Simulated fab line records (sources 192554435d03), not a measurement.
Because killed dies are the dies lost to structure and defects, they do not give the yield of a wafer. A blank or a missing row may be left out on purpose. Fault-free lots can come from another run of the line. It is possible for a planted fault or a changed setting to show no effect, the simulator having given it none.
fab line records	flow n5-finfet
record lots=6	wafers=18	last-day=20
route steps=1938 shown WELL_APT@20 PMOS_HMC_CHANNEL_EPI@57 BEOL_M4@1111
lots that met no fault: from a run of the same line without faults
start-h: hours from the record's first day to the start of the lot's first wafer shown	wait-h: how many hours have passed since the lot's step before this one	" identical to the entry in the row above	L1.1+2: several wafers, shown together as one row	- no value, or no start given	* or withheld: withheld	< > ~ a bound
route shown NAME@n: a module of which the file shows steps, and the number in the route of the first	usual: mean/standard deviation taken from wafers without a fault	same: alike in all rows	chamber/n: place in a boat	sites: each site's reading	_std_site: their standard deviation	_edge_site: outer sites' mean less inner sites'	radius-mm: for every site, how far away it sits from the centre of the wafer	mask NAME#n: copy n	behind: tool/chamber where the wafer was last shaped	hold: cause of the lot's hold/its duration in hours/its outcome	device: the n, p or np transistor that did not switch	end of line: tests of these same wafers at the route's end	step lacking rows: just its recipe	killed: dies lost to structure and defects at the first sort, not the wafer's yield	map: a wafer's dies, marking killed ones x, the rest . and places with no die _
set.NAME: setting as actually run; set.NAME@STEP: the setting as run at that earlier step	model.NAME: the simulator's own value behind a step, which no gauge read
lots at some steps of the route; a table a step, a row a wafer
services: when a tool's chamber went out of use (start-h, in hours from the record's first day, below 0 if earlier), for how many hours, and the reason
## steps
# step N5_WELL_APT_HMDS_01
# recipe time-s=60	temp-c=120
# step N5_WELL_APT_COAT_02
# recipe spin-rpm=1357	resist-thk-nm=950
# step N5_WELL_APT_EBR_04
# recipe solvent=PGMEA	ebr-width-mm=1.5
# step N5_WELL_APT_SOFTBAKE_03
# recipe temp-c=130	time-s=60
# step N5_WELL_APT_EXPOSE_05
# recipe mask-id=NWELL	na=0.8	source-shape=conventional	sigma-outer=0.8	polarization=unpolarized	defocus-nm=0	target-cd-nm=200	dose-mj=20.3
# step N5_WELL_APT_PEB_06
# recipe peb-temp-c=130	peb-time-s=90
# step N5_WELL_APT_DEVELOP_07
# recipe develop-time-s=45	rinse-liquid=surfactant-rinse	dry=air-spin	dev-temp-c=21
# step N5_WELL_APT_HARDBAKE_12
# recipe temp-c=130	time-s=120
# step N5_WELL_APT_CD_MEAS_08
# recipe target-cd-nm=200	landing-energy-ev=500	detector=se-inlens
# usual cd-nm=201.0/1.9
lot.wafer	tool	chamber	start-h	wait-h	cd-nm
L717.3	cd-sem-03	0	44.49	-	201.5
L717.4	"	0	"	"	201.2
L717.5	"	0	"	"	203.3
L722.2	cd-sem-02	0	73.81	-	203.5
L722.4	"	0	"	"	200.3
L722.5	"	0	"	"	200.6
L724.1	cd-sem-03	0	85.72	-	199.1
L724.2	"	0	"	"	202.7
L724.6	"	0	"	"	201.5
L725.1	cd-sem-02	0	91.70	-	202.0
L725.2	"	0	"	"	198.9
L725.4	"	0	"	"	201.7
L726.3	cd-sem-03	0	98.00	-	200.9
L726.4	"	0	"	"	198.0
L726.6	"	0	"	"	200.6
L735.4	cd-sem-02	0	151.57	-	203.5
L735.5	"	0	"	"	202.7
L735.6	"	0	"	"	201.3
# step N5_WELL_APT_OVL_MEAS_09
# recipe points-per-wafer=44
# usual NWELL_OVL=-4/4.8
lot.wafer	tool	chamber	start-h	wait-h	NWELL_OVL[nm]
L717.3	overlay-01	0	44.52	0.0	0
L717.4	"	0	"	"	-8
L717.5	"	0	"	"	-2
L722.2	overlay-01	0	73.84	0.0	0
L722.4	"	0	"	"	-8
L722.5	"	0	"	"	-9
L724.1	overlay-02	0	85.75	0.0	-7
L724.2	"	0	"	"	-3
L724.6	"	0	"	"	-8
L725.1	overlay-02	0	91.73	0.0	-2
L725.2	"	0	"	"	-9
L725.4	"	0	"	"	-11
L726.3	overlay-02	0	98.03	0.0	4
L726.4	"	0	"	"	-8
L726.6	"	0	"	"	-5
L735.4	overlay-01	0	151.60	0.0	-1
L735.5	"	0	"	"	-2
L735.6	"	0	"	"	-5
# step N5_WELL_APT_INSPECT_10
# recipe mode=adi	inspect-instrument=macro
# usual raw-defect-count=1.9/1.3
lot.wafer	tool	chamber	start-h	wait-h	raw-defect-count
L717.3	defect-inspect-01	-	44.54	0.0	2
L717.4	"	-	"	"	3
L717.5	"	-	"	"	1
L722.2	defect-inspect-02	-	73.86	0.0	5
L722.4	"	-	"	"	1
L722.5	"	-	"	"	1
L724.1	defect-inspect-01	-	85.78	0.0	2
L724.2	"	-	"	"	2
L724.6	"	-	"	"	3
L725.1	defect-inspect-02	-	91.75	0.0	0
L725.2	"	-	"	"	1
L725.4	"	-	"	"	2
L726.3	defect-inspect-02	-	98.05	0.0	0
L726.4	"	-	"	"	0
L726.6	"	-	"	"	2
L735.4	defect-inspect-01	-	151.62	0.0	2
L735.5	"	-	"	"	1
L735.6	"	-	"	"	4
# step N5_WELL_APT_DESCUM_13
# recipe chemistry=O2	time-s=7.9	source-power-w=50	bias-power-w=20	pressure-mtorr=20	rf-frequency-hz=2.712e+07	temp-c=40	o2-flow-sccm=225
# usual drypump-motor-current-A=5.7/0.46	oes-product-au=0.79/0.091	rf-vpp-V=243.4/1.7	showerhead-plenum-p-Torr=2.10/0.083	throttle-valve-pct=20.29/0.19
lot.wafer	tool	chamber	start-h	wait-h	drypump-motor-current-A	oes-product-au	rf-hours-counter-h	rf-vpp-V	showerhead-plenum-p-Torr	throttle-valve-pct
L717.3	rie-diel-02	3	44.57	0.0	5.7	0.71	186	247.1	2.17	20.20
L717.4	"	0	"	"	5.3	0.76	144	243.9	2.09	20.16
L717.5	"	1	"	"	5.7	0.84	-	242.9	2.02	20.21
L722.2	rie-diel-04	2	73.92	0.1	5.8	0.91	23	242.2	2.05	20.10
L722.4	"	1	"	"	6.4	0.73	-	245.3	2.14	20.43
L722.5	"	2	"	"	5.7	0.90	-	242.6	2.05	20.09
L724.1	rie-diel-04	2	85.81	0.0	5.8	0.90	28	242.0	2.05	20.08
L724.2	"	1	"	"	6.4	0.73	199	246.3	2.14	20.45
L724.6	"	0	"	"	5.7	0.68	-	242.0	1.96	20.36
L725.1	rie-diel-04	2	91.79	0.0	5.8	0.89	30	243.1	2.05	20.10
L725.2	"	0	"	"	5.7	0.68	244	242.1	1.96	20.39
L725.4	"	1	"	"	6.4	0.73	201	244.5	2.14	20.42
L726.3	rie-diel-04	1	98.20	0.1	6.4	0.73	203	244.1	2.14	20.43
L726.4	"	2	"	"	5.7	0.89	32	243.5	2.05	20.11
L726.6	"	3	"	"	5.8	0.77	-	243.1	2.08	20.08
L735.4	rie-diel-02	0	151.65	0.0	5.3	0.73	177	241.5	2.08	20.21
L735.5	"	3	"	"	5.6	0.69	-	244.8	2.16	20.27
L735.6	"	0	"	"	5.3	0.73	-	242.8	2.08	20.21
# step N5_WELL_APT_IMPLANT_14
# recipe species=P	energy-kev=160	dose-cm2=1.5e+13	tilt-deg=0	rotation-deg=0
# usual dose-ions-cm2=1.5001e+13/1.5e+10	faraday-current-uA=190/3.3
lot.wafer	tool	chamber	start-h	wait-h	dose-ions-cm2	faraday-current-uA
L717.3	implanter-01	0	44.73	0.1	1.5e+13	184
L717.4	"	0	"	"	1.5006e+13	188
L717.5	"	0	"	"	1.5018e+13	190
L722.2	implanter-02	0	74.05	0.1	1.4996e+13	188
L722.4	"	0	"	"	1.4983e+13	185
L722.5	"	0	"	"	1.4989e+13	194
L724.1	implanter-01	0	85.91	0.1	2.4999e+13	312
L724.2	"	0	"	"	2.5004e+13	307
L724.6	"	0	"	"	2.4993e+13	313
L725.1	implanter-01	0	91.89	0.1	2.4984e+13	323
L725.2	"	0	"	"	2.501e+13	310
L725.4	"	0	"	"	2.4998e+13	312
L726.3	implanter-02	0	98.36	0.1	1.4994e+13	191
L726.4	"	0	"	"	1.5009e+13	189
L726.6	"	0	"	"	1.5033e+13	190
L735.4	implanter-02	0	151.84	0.2	1.5015e+13	184
L735.5	"	0	"	"	1.4992e+13	194
L735.6	"	0	"	"	1.4979e+13	190
# step N5_WELL_APT_IMPLANT_15
# recipe species=As	energy-kev=25	dose-cm2=1.5e+13	tilt-deg=0	rotation-deg=0
# step N5_WELL_APT_STRIP_16
# recipe chemistry=SPM	time-s=900	temp-c=130	h2so4-h2o2-vol-ratio=4	dry=ipa-marangoni
# step N5_WELL_APT_HMDS_18
# recipe time-s=60	temp-c=120
# step N5_WELL_APT_COAT_19
# recipe spin-rpm=1357	resist-thk-nm=950
# step N5_WELL_APT_EBR_21
# recipe solvent=PGMEA	ebr-width-mm=1.5
# step N5_WELL_APT_SOFTBAKE_20
# recipe temp-c=130	time-s=60
# step N5_WELL_APT_EXPOSE_22
# recipe mask-id=PWELL	na=0.8	source-shape=conventional	sigma-outer=0.8	polarization=unpolarized	defocus-nm=0	target-cd-nm=200	dose-mj=23.2
# step N5_WELL_APT_PEB_23
# recipe peb-temp-c=130	peb-time-s=90
# step N5_WELL_APT_DEVELOP_24
# recipe develop-time-s=45	rinse-liquid=surfactant-rinse	dry=air-spin	dev-temp-c=21
# step N5_WELL_APT_HARDBAKE_29
# recipe temp-c=130	time-s=120
# step N5_WELL_APT_CD_MEAS_25
# recipe target-cd-nm=200	landing-energy-ev=500	detector=se-inlens
# usual cd-nm=200.6/2
lot.wafer	tool	chamber	start-h	wait-h	cd-nm
L717.3	cd-sem-02	0	45.61	-	202.2
L717.4	"	0	"	"	200.3
L717.5	"	0	"	"	200.2
L722.2	cd-sem-01	0	74.96	-	204.5
L722.4	"	0	"	"	204.6
L722.5	"	0	"	"	204.9
L724.1	cd-sem-02	0	86.97	-	201.7
L724.2	"	0	"	"	200.3
L724.6	"	0	"	"	203.3
L725.1	cd-sem-02	0	92.84	-	198.8
L725.2	"	0	"	"	200.0
L725.4	"	0	"	"	198.4
L726.3	cd-sem-03	0	99.24	-	200.0
L726.4	"	0	"	"	202.5
L726.6	"	0	"	"	202.0
L735.4	cd-sem-01	0	152.70	-	199.1
L735.5	"	0	"	"	199.8
L735.6	"	0	"	"	201.1
# step N5_WELL_APT_OVL_MEAS_26
# recipe points-per-wafer=44
# usual PWELL_OVL=1/6.5
lot.wafer	tool	chamber	start-h	wait-h	PWELL_OVL[nm]
L717.3	overlay-01	0	45.64	0.0	6
L717.4	"	0	"	"	-3
L717.5	"	0	"	"	12
L722.2	overlay-01	0	74.99	0.0	5
L722.4	"	0	"	"	2
L722.5	"	0	"	"	4
L724.1	overlay-02	0	87.00	0.0	5
L724.2	"	0	"	"	-7
L724.6	"	0	"	"	3
L725.1	overlay-01	0	92.87	0.0	-4
L725.2	"	0	"	"	6
L725.4	"	0	"	"	4
L726.3	overlay-02	0	99.26	0.0	4
L726.4	"	0	"	"	11
L726.6	"	0	"	"	9
L735.4	overlay-01	0	152.73	0.0	-11
L735.5	"	0	"	"	-7
L735.6	"	0	"	"	-20
# step N5_WELL_APT_INSPECT_27
# recipe mode=adi	inspect-instrument=macro
# usual raw-defect-count=2.1/1.5
lot.wafer	tool	chamber	start-h	wait-h	raw-defect-count
L717.3	defect-inspect-02	-	45.67	0.0	3
L717.4	"	-	"	"	1
L717.5	"	-	"	"	5
L722.2	defect-inspect-01	-	75.01	0.0	1
L722.4	"	-	"	"	2
L722.5	"	-	"	"	3
L724.1	defect-inspect-01	-	87.02	0.0	5
L724.2	"	-	"	"	0
L724.6	"	-	"	"	4
L725.1	defect-inspect-01	-	92.90	0.0	3
L725.2	"	-	"	"	3
L725.4	"	-	"	"	0
L726.3	defect-inspect-02	-	99.29	0.0	1
L726.4	"	-	"	"	3
L726.6	"	-	"	"	3
L735.4	defect-inspect-01	-	152.75	0.0	0
L735.5	"	-	"	"	1
L735.6	"	-	"	"	6
# step N5_WELL_APT_DESCUM_30
# recipe chemistry=O2	time-s=7.9	source-power-w=50	bias-power-w=20	pressure-mtorr=20	rf-frequency-hz=2.712e+07	temp-c=40	o2-flow-sccm=225
# usual drypump-motor-current-A=5.7/0.42	oes-product-au=0.78/0.088	rf-vpp-V=243.2/1.4	showerhead-plenum-p-Torr=2.09/0.079	throttle-valve-pct=20.29/0.18
lot.wafer	tool	chamber	start-h	wait-h	drypump-motor-current-A	oes-product-au	rf-hours-counter-h	rf-vpp-V	showerhead-plenum-p-Torr	throttle-valve-pct
L717.3	rie-diel-02	0	46.05	0.4	5.3	0.76	144	242.9	2.09	20.14
L717.4	"	2	"	"	5.9	0.73	174	240.8	1.99	20.57
L717.5	"	0	"	"	5.3	0.76	-	243.1	2.09	20.18
L722.2	rie-diel-01	2	75.04	0.0	6.4	0.97	9	243.7	2.24	20.26
L722.4	"	3	"	"	4.9	0.93	19	246.2	2.23	20.14
L722.5	"	0	"	"	4.9	0.76	-	241.8	2.10	20.58
L724.1	rie-diel-02	2	87.08	0.1	5.9	0.72	192	241.4	1.98	20.60
L724.2	"	1	"	"	5.7	0.81	101	243.3	2.02	20.22
L724.6	"	0	"	"	5.3	0.74	-	243.4	2.09	20.20
L725.1	rie-diel-04	2	93.07	0.2	5.8	0.88	30	241.3	2.05	20.10
L725.2	"	1	"	"	6.4	0.72	202	243.4	2.14	20.44
L725.4	"	3	"	"	5.8	0.77	121	243.2	2.08	20.07
L726.3	rie-diel-01	3	99.32	0.0	4.9	0.92	27	244.9	2.23	20.14
L726.4	"	2	"	"	6.4	0.93	18	245.6	2.24	20.28
L726.6	"	1	"	"	5.3	0.72	-	241.2	2.08	20.62
L735.4	rie-diel-02	1	153.15	0.4	5.7	0.79	124	242.4	2.01	20.27
L735.5	"	3	"	"	5.7	0.68	-	243.3	2.16	20.27
L735.6	"	0	"	"	5.3	0.74	-	243.0	2.08	20.21
# step N5_WELL_APT_IMPLANT_31
# recipe species=B	energy-kev=60	dose-cm2=1.5e+13	tilt-deg=0	rotation-deg=0
# step N5_WELL_APT_IMPLANT_32
# recipe species=BF2	energy-kev=50	dose-cm2=2e+13	tilt-deg=0	rotation-deg=0
# step N5_WELL_APT_STRIP_33
# recipe chemistry=SPM	time-s=900	temp-c=130	h2so4-h2o2-vol-ratio=4	dry=ipa-marangoni
# step N5_WELL_APT_RTA_34
# recipe temp-c=1000	time-s=10	ambient=N2	idle-temp-c=600	ramp-up-c-per-s=150	ramp-down-c-per-s=60	cool-to-c=600
# usual lamp-power-pct=13.00/0.054	wafer_temp_C_max=1003.3/1
lot.wafer	tool	chamber	start-h	wait-h	lamp-power-pct	wafer_temp_C_max
L717.3	rtp-anneal-01	0	46.85	0.1	13.01	1002.7
L717.4	"	0	"	"	13.08	1005.0
L717.5	"	0	"	"	13.01	1002.8
L722.2	rtp-anneal-01	0	75.83	0.1	12.99	1003.2
L722.4	"	0	"	"	13.01	1002.1
L722.5	"	0	"	"	13.00	1004.1
L724.1	rtp-anneal-01	0	87.97	0.2	13.01	1004.2
L724.2	"	0	"	"	12.94	1003.7
L724.6	"	0	"	"	13.09	1002.3
L725.1	rtp-anneal-02	0	93.83	0.0	13.01	1004.1
L725.2	"	0	"	"	13.03	1003.1
L725.4	"	0	"	"	12.96	1003.8
L726.3	rtp-anneal-01	0	100.13	0.1	13.04	1005.1
L726.4	"	0	"	"	13.01	1003.7
L726.6	"	0	"	"	13.05	1003.0
L735.4	rtp-anneal-02	0	153.97	0.1	13.05	1002.0
L735.5	"	0	"	"	13.05	1003.5
L735.6	"	0	"	"	12.94	1003.1
# step N5_WELL_APT_OXIDE_STRIP_42
# recipe chemistry=dHF	dilution=25:1	time-s=45	temp-c=25	target=SiO2	target-depth-a=120
# step N5_WELL_APT_PRECLEAN_36
# recipe chemistry=O3/DIW	time-s=45	temp-c=22	o3-ppm=10
# step N5_WELL_APT_PRECLEAN_39
# recipe chemistry=dHF	time-s=60	dilution=150:1	temp-c=25
# step N5_WELL_APT_SRD_37
# recipe dry=ipa-marangoni	do-ppb=5	time-s=30	temp-c=23	rinse-liquid=diw
# step N5_WELL_APT_EPI_41
# recipe material=Si	target-thk-a=500	temp-c=650	precursor=SiH4/H2	pressure-torr=20	time-s=297.7
# usual throttle-valve-pct=11.1/0.42
lot.wafer	tool	chamber	start-h	wait-h	throttle-valve-pct
L717.3	epi-rpcvd-02	0	47.26	0.2	10.4
L717.4	"	0	"	"	10.6
L717.5	"	0	"	"	10.7
L722.2	epi-rpcvd-01	0	76.15	0.1	11.4
L722.4	"	0	"	"	11.2
L722.5	"	0	"	"	11.5
L724.1	epi-rpcvd-02	0	88.21	0.0	10.5
L724.2	"	0	"	"	10.6
L724.6	"	0	"	"	10.4
L725.1	epi-rpcvd-01	0	94.33	0.0	11.6
L725.2	"	0	"	"	11.3
L725.4	"	0	"	"	11.6
L726.3	epi-rpcvd-04	0	100.53	0.2	11.1
L726.4	"	0	"	"	11.4
L726.6	"	0	"	"	11.1
L735.4	epi-rpcvd-04	0	154.46	0.3	11.0
L735.5	"	0	"	"	10.9
L735.6	"	0	"	"	11.2
# step N5_WELL_APT_INSPECT_38
# recipe inspect-instrument=darkfield	mode=post-epi
# usual raw-defect-count=14/5.8
lot.wafer	tool	chamber	start-h	wait-h	raw-defect-count
L717.3	defect-inspect-02	-	47.70	0.3	15
L717.4	"	-	"	"	11
L717.5	"	-	"	"	13
L722.2	defect-inspect-02	-	76.69	0.4	20
L722.4	"	-	"	"	26
L722.5	"	-	"	"	19
L724.1	defect-inspect-01	-	88.85	0.5	8
L724.2	"	-	"	"	17
L724.6	"	-	"	"	13
L725.1	defect-inspect-01	-	94.96	0.5	13
L725.2	"	-	"	"	14
L725.4	"	-	"	"	16
L726.3	defect-inspect-02	-	100.97	0.3	6
L726.4	"	-	"	"	10
L726.6	"	-	"	"	13
L735.4	defect-inspect-01	-	154.80	0.2	12
L735.5	"	-	"	"	11
L735.6	"	-	"	"	19
# step N5_PMOS_HMC_CHANNEL_EPI_HM_DEP_34
# recipe material=SiO2	target-thk-a=360	temp-c=400	precursor=TEOS/O2	pressure-torr=6.5	rf-w=900	teos-flow-sccm=161.4	gas=O2	flow-sccm=2650	time-s=6.9
# usual heater-power-w=561/86	showerhead-plenum-p-Torr=8.36/0.041	throttle-valve-pct=18.9/0.96
lot.wafer	tool	chamber	start-h	wait-h	heater-power-w	showerhead-plenum-p-Torr	throttle-valve-pct
L717.3	pecvd-02	1	47.73	0.0	452	8.33	19.1
L717.4	"	2	"	"	561	8.35	17.1
L717.5	"	0	"	"	657	8.34	17.9
L722.2	pecvd-02	1	76.72	0.0	400	8.33	19.0
L722.4	"	1	"	"	408	8.35	19.2
L722.5	"	2	"	"	610	8.34	17.6
L724.1	pecvd-04	1	88.89	0.0	481	8.30	20.7
L724.2	"	2	"	"	616	8.36	18.5
L724.6	"	1	"	"	479	8.29	20.2
L725.1	pecvd-02	1	95.00	0.0	437	8.31	19.3
L725.2	"	2	"	"	617	8.33	17.6
L725.4	"	2	"	"	627	8.36	17.7
L726.3	pecvd-03	2	101.00	0.0	535	8.34	19.8
L726.4	"	0	"	"	598	8.36	18.1
L726.6	"	2	"	"	545	8.37	19.9
L735.4	pecvd-02	1	154.85	0.0	372	8.32	19.0
L735.5	"	2	"	"	567	8.34	17.7
L735.6	"	0	"	"	720	8.36	17.9
# step N5_PMOS_HMC_CHANNEL_EPI_COAT_31
# recipe resist=BARC	temp-c=205	time-s=60	spin-rpm=1500	resist-thk-nm=66
# step N5_PMOS_HMC_CHANNEL_EPI_COAT_03
# recipe resist=CAR-ArF-block	spin-rpm=1500	resist-thk-nm=205
# step N5_PMOS_HMC_CHANNEL_EPI_EBR_05
# recipe solvent=PGMEA	ebr-width-mm=1.5
# step N5_PMOS_HMC_CHANNEL_EPI_SOFTBAKE_04
# recipe temp-c=110	time-s=60	resist=CAR-ArF-block
# step N5_BEOL_M4_RC_MEAS_101
# usual DIBL_N=36.7/1.8	DIBL_P=37.0/2.4	IOFF_N=0.17/0.036	IOFF_P=0.22/0.042	ION_N=673/12	ION_P=462/8.5	RS_NWELL=1036/7.1	SS_N=71.7/0.62	SS_P=73.4/0.65	VT_N=250/3.7	VT_P=-250/3.7
lot.wafer	tool	chamber	start-h	wait-h	DIBL_N[mV/V]	DIBL_P[mV/V]	IOFF_N[nA/um]	IOFF_P[nA/um]	ION_N[uA/um]	ION_P[uA/um]	RS_NWELL[ohm/sq]	SS_N[mV/dec]	SS_P[mV/dec]	VT_N[mV]	VT_P[mV]
L717.3	prober-01	0	204.87	0.3	35.7	35.7	0.14	0.19	654	454	1023	71.3	73.6	253	-254
L717.4	"	0	"	"	37.8	38.5	0.18	0.23	671	456	1030	71.4	74.5	249	-249
L717.5	"	0	"	"	35.2	35.1	0.13	0.17	659	448	1031	70.6	72.5	255	-255
L722.2	prober-01	0	239.58	0.2	34.8	34.0	0.12	0.17	664	456	1038	71.2	72.2	255	-254
L722.4	"	0	"	"	32.0	31.6	0.09	0.14	649	454	1026	70.6	72.3	260	-257
L722.5	"	0	"	"	33.1	33.1	0.09	0.16	641	447	1034	71.2	72.4	262	-258
L724.1	prober-01	0	262.40	0.0	38.3	39.4	0.21	0.27	671	463	782	72.5	73.8	245	-247
L724.2	"	0	"	"	37.7	39.4	0.19	0.26	681	467	783	71.6	73.9	248	-248
L724.6	"	0	"	"	36.8	39.1	0.18	0.26	682	473	776	71.7	73.3	245	-247
L725.1	prober-01	0	270.96	0.0	34.9	35.8	0.12	0.19	649	452	775	71.5	73.0	253	-251
L725.2	"	0	"	"	35.6	37.4	0.14	0.22	667	462	783	71.1	73.8	251	-251
L725.4	"	0	"	"	35.1	37.3	0.14	0.21	671	466	788	71.7	73.8	253	-252
L726.3	prober-01	0	280.53	0.3	39.1	41.4	0.23	0.28	696	470	1029	72.7	74.9	245	-249
L726.4	"	0	"	"	35.6	36.4	0.15	0.18	664	452	1039	72.0	73.4	252	-254
L726.6	"	0	"	"	34.9	35.6	0.14	0.18	665	453	1030	71.6	73.1	252	-257
L735.4	prober-01	0	356.19	0.5	36.3	36.1	0.16	0.21	686	465	1029	71.9	73.1	248	-249
L735.5	"	0	"	"	36.5	35.6	0.15	0.20	675	464	1027	71.0	73.1	249	-253
L735.6	"	0	"	"	34.9	32.6	0.12	0.15	663	445	1028	71.7	72.3	255	-255
## services
tool	chamber	start-h	hours	kind
rie-diel-04	1	50.04	6.2	repair
rie-diel-04	3	51.04	30.3	repair
rie-diel-02	0	51.06	16.0	repair
implanter-02	-	52.00	4.2	repair
rie-diel-02	3	53.76	2.0	repair
implanter-01	-	57.90	0.6	repair
rie-diel-01	2	69.28	5.1	repair
pecvd-03	0	76.39	16.1	repair
rie-diel-01	-	76.56	0.6	repair
implanter-01	-	102.77	2.9	repair
pecvd-02	-	105.74	2.8	pm
rie-diel-04	1	107.92	4.6	repair
rie-diel-04	0	112.71	-	clean
rie-diel-04	0	112.71	-	consumable-replace:focus-ring
rie-diel-04	0	112.71	-	consumable-replace:showerhead
rie-diel-04	0	112.71	17.8	scheduled-down
rie-diel-04	0	112.71	17.8	vent-cycle
pecvd-02	0	123.17	2.1	scheduled-down
pecvd-03	-	127.47	1.0	repair
implanter-01	-	130.37	3.2	pm
pecvd-04	-	134.90	3.0	repair
rtp-anneal-02	-	138.40	7.0	pm
epi-rpcvd-04	-	147.42	0.7	repair
pecvd-02	1	148.43	2.9	repair
## key
first-sign step=N5_WELL_APT_IMPLANT_14	reading=dose-ions-cm2	direction=up	sigmas=99+	usual=1.5001e+13	struck=2.4998e+13
effect step=N5_WELL_APT_IMPLANT_14	reading=faraday-current-uA	direction=up	sigmas=38	usual=190	struck=313
effect step=N5_BEOL_M4_RC_MEAS_101	reading=RS_NWELL	direction=down	sigmas=36	usual=1036	struck=781
met-at N5_WELL_APT_IMPLANT_14
struck-wafers L724.1,L724.2,L724.6,L725.1,L725.2,L725.4
onset-between 44.73 85.91
fault kind=process-parameter-drift	tool=implanter-01	chamber=-	onset-h=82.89	steps=N5_WELL_APT_IMPLANT_14	channel=dose-cm2	offset=9.9971e+12	shape=step	end-h=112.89	acts-in=these-recipes-only	stated=1.5e+13
